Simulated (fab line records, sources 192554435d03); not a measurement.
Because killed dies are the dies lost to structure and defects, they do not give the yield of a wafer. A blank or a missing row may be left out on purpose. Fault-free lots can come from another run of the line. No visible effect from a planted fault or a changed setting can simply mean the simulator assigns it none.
A struck lot beside a sound one || flow n5_finfet || 31 steps out of a route of 1938
Sound: wafers L559.2, L559.3, L559.6. Struck: wafer L563.2 (left out: L563.1, L563.5 of the same lot, which were not struck); the cause appears at the end.
Per side, at each step with rows, come the tool, then ch with its chambers, and then its first start. Under that, the readings that differ: sound wafers || struck wafers || difference of the means || sigmas: that difference in standard deviations of wafers without a fault.
alike: words and numbers the same on both sides, and readings whose means are apart by under 2 such deviations; not compared: readings that were withheld, readings missing a value for some wafer, numbers with overlapping values and no deviation given by the record, and bounds like >300 which may hide the same value.
The two part at a step that has a row with sigmas, a row that says differs or no value, or rows on one side only. Numbers that have no deviation but don't overlap get no sigmas and don't part them. Lack of a reading on every wafer of one side parts them only where that side has two or more wafers.

first, 2 steps without rows for these wafers: N5_BEOL_M11_PRECLEAN_42 (cleans in residue remover, time 60 s); N5_BEOL_M11_SRD_43 (time 30 s).
N5_BEOL_M11_CD_MEAS_35: target cd 70 nm.
  struck on cd_sem-03, day 13 07:04; sound on cd_sem-01, day 12 06:27
{"reading": "cd_nm (nm)", "sound": "69.5 69.7 69.3", "struck": 71.7, "difference": "+2.2", "sigmas": "+3"}
then, 2 steps without rows for these wafers: N5_BEOL_M11_CURE_72 (cures SiCOH lowk, time 120 s); N5_BEOL_M11_DEGAS_44 (time 60 s).
N5_BEOL_M11_PRE_CLEAN_45: time 30 s.
  struck on pvd_sputter-03, day 13 07:46; sound on pvd_sputter-02, day 12 07:11
  alike: heater_power_w
then, 1 step without rows for these wafers: N5_BEOL_M11_ALD_74 (deposits TaN, target thk 2 nm, pulse time 2 s, purge time 3 s).
N5_BEOL_M11_SURFACE_TREAT_76:
  struck on pvd_sputter-03, day 13 08:11; sound on pvd_sputter-02, day 12 07:38
  not compared: throttle_valve_pct
then, 4 steps without rows for these wafers: N5_BEOL_M11_CVD_75 (deposits Co from CCTBA/H2, target thk 2 nm, time 138.9 s); N5_BEOL_M11_SPUTTER_48 (material Cu, target thk 12 nm, time 2 s); N5_BEOL_M11_ECD_50 (material Cu, target thk 318 nm); N5_BEOL_M11_ANNEAL_51 (time 90 s).
N5_BEOL_M11_CMP_52: polishes, stops on SiCOH lowk, t overpolish 7 s, target thk 140 nm.
  sound on cmp-04 ch 1,2,3, day 12 08:32; struck on cmp-04 ch 0, day 13 09:58
{"reading": "overpolish_run_s (s)", "sound": "6.993 6.994 6.999", "struck": 6.977, "difference": -0.018, "sigmas": -2}
  alike: barrier_field_endpoint_s, clearing_platen_rpm, motor_current_A, platen_rpm, time_to_endpoint_s
then, 1 step without rows for these wafers: N5_BEOL_M11_PRE_CLEAN_55 (time 15 s).
N5_BEOL_M11_DEP_56: deposits SiCN from 3MS/NH3, target thk 30 nm, time 10.5 s.
  sound on pecvd-03 ch 0,1,2, day 12 08:49; struck on pecvd-02 ch 0, day 13 10:19
  alike: showerhead_plenum_p_Torr, throttle_valve_pct
N5_BEOL_M11_INSPECT_58: inspects for defects (darkfield).
  struck on defect_inspect-01, day 13 10:24; sound on defect_inspect-02, day 12 08:55
{"reading": "raw_defect_count", "sound": "60 66 63", "struck": 588, "difference": "+525", "sigmas": "+22"}
N5_BEOL_M12_ILD_DEP_00: deposits SiOC from DEMS/O2, target thk 658.92 nm, time 130.7 s.
  sound on pecvd-01 ch 0,1,2, day 12 08:56; struck on pecvd-02 ch 1, day 13 10:26
  alike: heater_power_w, showerhead_plenum_p_Torr, throttle_valve_pct
N5_BEOL_M12_THK_MEAS_01:
  struck on film_metro-02, day 13 10:34; sound on film_metro-01, day 12 09:05
  alike: M12_ILD_THK
then, 8 steps without rows for these wafers: N5_BEOL_M12_COAT_58 (time 60 s, resist thk 89 nm); N5_BEOL_M12_COAT_04 (resist thk 400 nm); N5_BEOL_M12_EBR_06; N5_BEOL_M12_SOFTBAKE_05 (time 60 s); N5_BEOL_M12_EXPOSE_07 (exposes mask V11); N5_BEOL_M12_PEB_08 (peb time 90 s); N5_BEOL_M12_DEVELOP_09 (develop time 45 s); N5_BEOL_M12_HARDBAKE_14 (time 120 s).
N5_BEOL_M12_CD_MEAS_10: target cd 140 nm.
  sound on cd_sem-02 ch 0, day 12 09:23; struck on cd_sem-02 ch 0, day 13 11:00
  alike: cd_nm
N5_BEOL_M12_OVL_MEAS_11:
  sound on overlay-01 ch 0, day 12 09:25; struck on overlay-02 ch 0, day 13 11:02
  alike: V11_OVL
N5_BEOL_M12_INSPECT_12: inspects for defects (macro).
  struck on defect_inspect-02, day 13 11:03; sound on defect_inspect-01, day 12 09:26
{"reading": "raw_defect_count", "sound": "0 0 3", "struck": ">300", "difference": "differs", "sigmas": ""}
N5_BEOL_M12_DESCUM_15: chemistry O2, time 7.9 s.
  sound on rie_diel-04 ch 1,2, day 12 09:28; struck on rie_diel-05 ch 0, day 13 11:22
  alike: drypump_motor_current_A, oes_product_au, rf_vpp_V, showerhead_plenum_p_Torr, throttle_valve_pct
  not compared: rf_hours_counter_h
N5_PASSIVATION_PROBE_49:
  record: rows for the struck wafers here (prober-02, day 15 01:46), none for the sound ones

WHERE THEY PART
At N5_BEOL_M11_CD_MEAS_35 first; at N5_PASSIVATION_PROBE_49 last (within this record only).

WHY: what the simulator had put in
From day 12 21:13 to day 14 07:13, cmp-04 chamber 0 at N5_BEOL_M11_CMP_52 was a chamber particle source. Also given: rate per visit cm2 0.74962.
